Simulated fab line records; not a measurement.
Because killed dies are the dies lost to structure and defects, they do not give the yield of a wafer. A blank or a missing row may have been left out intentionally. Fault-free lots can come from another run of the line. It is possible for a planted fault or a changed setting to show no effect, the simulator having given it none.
Chamber matching | flow n5Finfet | 4 sister chambers for N5_BEOL_M1_ETCH_74 on rieDiel-06
The step etches underlayer in N2/H2, target depth 6.5 nm, time 5.2 s. 20 wafers are shown with their chamber, then 10 later ones without.

## EACH WAFER AND ITS CHAMBER
wafer  | chamber | throttleValvePct (%) | etchRfOnTimeS (s) | showerheadPlenumPTorr (Torr)
L077.1 | 1       | 18.06                | 5.19              | 2.39
L077.3 | 0       | 17.37                | 4.91              | 2.60
L077.6 | 3       | 18.28                | 5.24              | 2.48
L079.3 | 3       | 18.29                | 5.28              | 2.48
L079.4 | 0       | 17.38                | 5.01              | 2.59
L079.6 | 2       | 17.59                | 5.48              | 2.66
L074.1 | 3       | 18.26                | 5.20              | 2.48
L074.5 | 3       | 18.29                | 5.24              | 2.48
L074.6 | 2       | 17.62                | 5.37              | 2.66
L080.1 | 2       | 17.64                | 5.47              | 2.66
L080.3 | 1       | 18.08                | 5.27              | 2.39
L080.6 | 2       | 17.64                | 5.53              | 2.66
L081.2 | 2       | 17.59                | 5.42              | 2.66
L081.3 | 1       | 18.07                | 5.19              | 2.39
L081.5 | 0       | 17.36                | 4.97              | 2.59
L087.1 | 2       | 17.64                | 5.43              | 2.66
L087.3 | 3       | 18.30                | 5.30              | 2.47
L087.6 | 0       | 17.41                | 5.04              | 2.59
L089.2 | 0       | 17.39                | 4.97              | 2.59
L089.3 | 1       | 17.68                | 5.16              | 2.70

SIGNATURES (means of the wafers above)
reading               | chamber 0 | chamber 1 | chamber 2 | chamber 3 | scatter within a chamber
throttleValvePct      | 17.3820   | 17.9725   | 17.6200   | 18.2840   | 0.0865
etchRfOnTimeS         | 4.9800    | 5.2025    | 5.4500    | 5.2520    | 0.0486
showerheadPlenumPTorr | 2.5920    | 2.4675    | 2.6600    | 2.4780    | 0.0672
Rule: for each reading, subtract the chamber's mean from the wafer's reading, divide by that reading's scatter and square the result; add these up over the readings and take the root, which gives the wafer's distance from the chamber. If the next closest chamber is less than 2 further off than the closest, the wafer can't be placed; otherwise it belongs to the closest. The scatter: take each reading less its chamber's mean, square it, sum over the shown wafers, divide by the number of wafers less the number of chambers, and take the root.

## WAFERS WHOSE CHAMBER IS MISSING
wafer  | throttleValvePct (%) | etchRfOnTimeS (s) | showerheadPlenumPTorr (Torr)
L089.4 | 18.33                | 5.24              | 2.47
L094.1 | 17.42                | 4.99              | 2.58
L094.2 | 17.73                | 5.19              | 2.70
L094.5 | 17.39                | 5.00              | 2.58
L095.2 | 18.33                | 5.32              | 2.47
L095.3 | 17.71                | 5.20              | 2.70
L095.4 | 17.39                | 5.00              | 2.58
L097.2 | 17.73                | 5.22              | 2.70
L097.4 | 18.30                | 5.30              | 2.47
L097.5 | 17.65                | 5.48              | 2.65

## CHAMBER TAKEN BY EACH
wafer  | from the rows above          | in truth
L089.4 | 3                            | 3
L094.1 | 0                            | 0
L094.2 | can't be placed: 1 or 2 or 0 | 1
L094.5 | 0                            | 0
L095.2 | 3                            | 3
L095.3 | can't be placed: 1 or 2 or 0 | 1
L095.4 | 0                            | 0
L097.2 | can't be placed: 1 or 2      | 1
L097.4 | 3                            | 3
L097.5 | 2                            | 2
Correctly placed: 7 of 10. Not placeable from these rows: 3 (in 3, the candidates include the true chamber). Placed wrongly: 0.
